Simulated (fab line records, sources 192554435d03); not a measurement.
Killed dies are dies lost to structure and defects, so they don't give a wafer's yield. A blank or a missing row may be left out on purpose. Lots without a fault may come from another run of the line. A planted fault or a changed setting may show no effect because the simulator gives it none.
Chamber matching | flow n5_finfet | N5_HKMG_FIN_STRIP_34 on rie_diel-04: 4 sister chambers
The step strips in CF4. 16 wafers are shown with their chamber, then 8 later ones without.

WAFERS WITH THEIR CHAMBER
wafer  | chamber | throttle_valve_pct (%) | oes_product_au (a.u.) | showerhead_plenum_p_Torr (Torr)
L075.1 | 1       | 13.30                  | 0.90                  | 1.77
L075.3 | 2       | 13.79                  | 0.71                  | 1.79
L075.5 | 0       | 13.56                  | 0.77                  | 1.74
L077.1 | 0       | 13.56                  | 0.77                  | 1.74
L077.2 | 2       | 13.82                  | 0.71                  | 1.79
L077.3 | 3       | 13.62                  | 0.89                  | 1.77
L086.1 | 2       | 13.86                  | 0.69                  | 1.78
L086.3 | 1       | 13.34                  | 0.86                  | 1.77
L086.4 | 1       | 13.35                  | 0.86                  | 1.77
L087.2 | 2       | 13.87                  | 0.69                  | 1.78
L087.3 | 1       | 13.35                  | 0.85                  | 1.76
L087.4 | 3       | 13.69                  | 0.86                  | 1.76
L088.2 | 3       | 13.68                  | 0.85                  | 1.76
L088.5 | 2       | 13.88                  | 0.70                  | 1.78
L088.6 | 1       | 13.36                  | 0.86                  | 1.76
L089.2 | 1       | 13.34                  | 0.85                  | 1.76

SIGNATURES (means of the wafers above)
reading                  | chamber 0 | chamber 1 | chamber 2 | chamber 3 | scatter within a chamber
throttle_valve_pct       | 13.5600   | 13.3400   | 13.8440   | 13.6633   | 0.03
oes_product_au           | 0.7700    | 0.8633    | 0.7000    | 0.8667    | 0.0158
showerhead_plenum_p_Torr | 1.7400    | 1.7650    | 1.7840    | 1.7633    | 0.0053
Rule: a wafer's distance from a chamber is the root of the sum, over the readings, of the square of ((its reading less the chamber's mean) divided by the reading's scatter). The wafer belongs to the nearest chamber; if the next one is less than 2 further off, it can't be placed. The scatter: the root of (the sum of the squares of (reading less its chamber's mean) over the shown wafers, divided by (wafers less chambers)).

WAFERS WITHOUT THEIR CHAMBER
wafer  | throttle_valve_pct (%) | oes_product_au (a.u.) | showerhead_plenum_p_Torr (Torr)
L089.3 | 13.61                  | 0.75                  | 1.74
L089.6 | 13.87                  | 0.69                  | 1.78
L090.1 | 13.36                  | 0.84                  | 1.76
L090.2 | 13.62                  | 0.75                  | 1.74
L090.3 | 13.70                  | 0.84                  | 1.76
L097.2 | 13.93                  | 0.68                  | 1.78
L097.3 | 13.74                  | 0.83                  | 1.76
L097.6 | 13.91                  | 0.68                  | 1.78

WHICH CHAMBER EACH WENT THROUGH
wafer  | from the rows above | in truth
L089.3 | 0                   | 0
L089.6 | 2                   | 2
L090.1 | 1                   | 1
L090.2 | 0                   | 0
L090.3 | 3                   | 3
L097.2 | 2                   | 2
L097.3 | 3                   | 3
L097.6 | 2                   | 2
Placed correctly: 8 of 8. Can't be placed from these rows: 0. Placed wrongly: 0.
